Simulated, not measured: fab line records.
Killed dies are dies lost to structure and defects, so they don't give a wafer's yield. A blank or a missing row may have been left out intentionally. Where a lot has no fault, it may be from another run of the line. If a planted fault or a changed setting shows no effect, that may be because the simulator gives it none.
The same fault as seen by 2 desks    flow n5 finfet    each desk holds nothing but its own numbers, with what lay behind them at the end

THE DEFECT DESK
Counts from the inspections along the route, per lot, as means over the sampled wafers that have a number. The brackets show how far a lot's mean lies from the usual mean; more than 4 standard deviations puts the lot out of limits, marked OUT.
Columns: A = raw defect count at N5_BEOL_M12_INSPECT_12, usual 2.2
lot   first seen here  A
L965  day 11 06:43     1.7
L966  day 11 09:14     3.3
L968  day 11 14:47     2.0
L967  day 11 15:06     2.7
L975  day 13 18:32     3.0
L979  day 14 10:45     4.0
L976  day 14 11:06     2.0
L981  day 15 07:05     2.3
L985  day 15 16:55     4.0
L983  day 15 17:36     1.7
L987  day 16 09:43     3.0
Result from this desk: across the 11 lots, nothing is out of limits.

AT THE TOOL OWNER'S DESK: plasma asher-02
The tool's own readings at N5_BEOL_M12_STRIP_37 (strips in N2/H2): means of the sampled wafers that have a number, for each lot that ran on this tool. The brackets show how far a lot's mean lies from the usual mean; more than 4 standard deviations puts the lot out of limits, marked OUT.
Columns: A = drypump motor current A at N5_BEOL_M12_STRIP_37, usual 5.70 A; B = h2 flow sccm at N5_BEOL_M12_STRIP_37, usual 3250 sccm; C = heater power w at N5_BEOL_M12_STRIP_37, usual 319 W; D = oes product au at N5_BEOL_M12_STRIP_37, usual 0.790 a.u.
lot   first seen here  A     B               C    D
L965  day 11 08:28     5.86  3254            325  0.784
L966  day 11 10:51     5.87  3255            328  0.786
L968  day 11 16:55     5.88  3242            328  0.801
L975  day 13 20:19     5.88  3027 (-20) OUT  327  0.788
L976  day 14 12:55     5.98  2920 (-30) OUT  349  0.785
This desk's verdict: out of limits on L975, L976, starting with L975 at day 13 20:19 (h2 flow sccm at N5_BEOL_M12_STRIP_37). L965, L966, L968: within limits.

ALL TOGETHER
The tool owner's desk could have raised an alarm at day 13 20:19, on L975, L976.
The defect desk saw nothing out of limits.
The defect desk has L975, L976 on record, within its limits.
Every lot named ran N5_BEOL_M12_STRIP_37 on plasma asher-02.

WHAT WAS PUT IN BY THE SIMULATOR
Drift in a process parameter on plasma asher-02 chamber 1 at N5_BEOL_M12_STRIP_37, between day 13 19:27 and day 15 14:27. The setting h2 flow sccm was moved by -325, starting from 3250. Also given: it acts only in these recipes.
Struck lots among those shown: L975, L976.
Time in hours from fault onset to the first out-of-limits reading at each desk: the tool owner's desk, 1.
